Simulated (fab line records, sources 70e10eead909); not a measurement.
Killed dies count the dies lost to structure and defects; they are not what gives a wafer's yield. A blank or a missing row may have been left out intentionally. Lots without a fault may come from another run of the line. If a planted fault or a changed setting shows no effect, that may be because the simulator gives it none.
The tool behind it: which one? || flow nand-harc || 12 lots (36 wafers sampled), 1 step of a 1302-step route

## WHAT THE GAUGES SHOWED, per wafer
NHARC_A_M1_INSPECT_11.
{"lot": "L075", "measured": "day 22 23:15", "on": "defect-inspect-01", "raw-defect-count": "131 122 116"}
{"lot": "L076", "measured": "day 23 13:56", "on": "defect-inspect-01", "raw-defect-count": "146 157 143"}
{"lot": "L080", "measured": "day 24 11:19", "on": "defect-inspect-01", "raw-defect-count": "92 79 93"}
{"lot": "L079", "measured": "day 25 15:02", "on": "defect-inspect-01", "raw-defect-count": "71 63 69"}
{"lot": "L083", "measured": "day 26 08:04", "on": "defect-inspect-01", "raw-defect-count": "33 35 35"}
{"lot": "L085", "measured": "day 27 23:04", "on": "defect-inspect-02", "raw-defect-count": "103 94 114"}
{"lot": "L086", "measured": "day 28 07:28", "on": "defect-inspect-01", "raw-defect-count": "92 97 90"}
{"lot": "L088", "measured": "day 29 01:17", "on": "defect-inspect-01", "raw-defect-count": "145 136 128"}
{"lot": "L090", "measured": "day 29 18:49", "on": "defect-inspect-01", "raw-defect-count": "160 140 139"}
{"lot": "L093", "measured": "day 30 06:52", "on": "defect-inspect-02", "raw-defect-count": "37 40 34"}
{"lot": "L094", "measured": "day 31 08:07", "on": "defect-inspect-02", "raw-defect-count": "51 39 57"}
{"lot": "L096", "measured": "day 31 23:10", "on": "defect-inspect-02", "raw-defect-count": "43 48 34"}

## EACH LOT AND THE TOOL THAT RAN IT (in order: tool; ch and the chambers of the sampled wafers; start)
There is no process step in the record ahead of these readings.

## THE ANSWER, worked out from the rows above alone
Rule: usual is defined by the lots themselves. The widest of any qualifying gaps counts: lots, ordered by their means at a reading, are off when they make up no more than a third of the lots, leave a main group of 4 or more, and stand apart from it by 3 or more times the standard deviation of that group's means. Not used: any main group whose means are identical at the precision the tables above print for the reading. Also off: a lot with no number at a reading for which 4 or more lots have one. The other lots that the step has rows for count as sound.
Nothing can be told from this: no lot is off at any reading shown.

## WHAT THE SIMULATOR HAD INSERTED
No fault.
